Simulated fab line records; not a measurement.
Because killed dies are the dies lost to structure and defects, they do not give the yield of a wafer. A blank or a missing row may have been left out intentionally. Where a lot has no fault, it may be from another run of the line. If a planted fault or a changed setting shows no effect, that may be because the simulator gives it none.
Matching of chambers -- flow n5 finfet -- N5_BEOL_M4_ILD_DEP_00 on pecvd-04 has 3 sister chambers
The step deposits SiOC from DEMS/O2, target thk 79 nm, time 15.3 s. 24 wafers are shown with their chamber, then 12 later ones without.

WAFERS, EACH WITH ITS CHAMBER
wafer,chamber,heater power w (W),showerhead plenum p Torr (Torr),throttle valve pct (%)
L075.2,0,354,5.691,11.4
L075.4,2,592,5.719,11.9
L075.6,0,376,5.682,11.3
L077.1,0,387,5.688,11.3
L077.2,2,517,5.722,11.9
L077.5,0,385,5.684,11.3
L078.2,0,366,5.686,11.3
L078.4,0,373,5.694,11.4
L078.6,2,598,5.720,12.1
L080.3,1,310,5.680,12.1
L080.5,1,310,5.657,12.0
L080.6,0,407,5.666,11.6
L084.2,0,374,5.669,11.5
L084.4,0,360,5.673,11.5
L084.5,0,357,5.684,11.4
L089.1,0,371,5.674,11.4
L089.5,0,358,5.688,11.3
L089.6,1,282,5.670,12.1
L088.1,2,620,5.728,10.4
L088.4,1,328,5.665,12.3
L088.6,0,360,5.687,11.5
L090.1,1,353,5.676,12.3
L090.3,2,629,5.720,10.6
L090.4,1,276,5.666,12.0

SIGNATURES (averages over the wafers above)
reading,chamber 0,chamber 1,chamber 2,scatter within a chamber
heater power w,371.38,309.83,591.20,26.4
showerhead plenum p Torr,5.68200,5.66900,5.72180,0.00789
throttle valve pct,11.400,12.133,11.380,0.368
Rule: a wafer's distance from a chamber is the root of the sum, over the readings, of the square of ((its reading less the chamber's mean) divided by the reading's scatter). The wafer belongs to the nearest chamber; if the next one is less than 2 further off, it can't be placed. The scatter: take each reading less its chamber's mean, square it, sum over the shown wafers, divide by the number of wafers less the number of chambers, and take the root.

WAFERS MISSING THEIR CHAMBER
wafer,heater power w (W),showerhead plenum p Torr (Torr),throttle valve pct (%)
L091.2,569,5.713,10.3
L091.5,305,5.662,12.0
L091.6,564,5.716,10.4
L092.1,620,5.709,10.5
L092.2,328,5.661,11.8
L092.4,627,5.723,10.4
L095.3,581,5.716,10.3
L095.4,284,5.670,11.9
L095.6,607,5.714,10.1
L097.1,621,5.716,10.3
L097.3,325,5.665,12.0
L097.5,324,5.654,11.8

WHICH CHAMBER EACH WENT THROUGH
wafer,from the rows above,in truth
L091.2,2,2
L091.5,1,1
L091.6,2,2
L092.1,2,2
L092.2,can't be placed: 1 or 0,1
L092.4,2,2
L095.3,2,2
L095.4,1,1
L095.6,2,2
L097.1,2,2
L097.3,1,1
L097.5,can't be placed: 1 or 0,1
10 of 12 placed correctly. From these rows, 2 cannot be placed; in 2 the true chamber is one of the candidates. Number placed wrongly: 0.
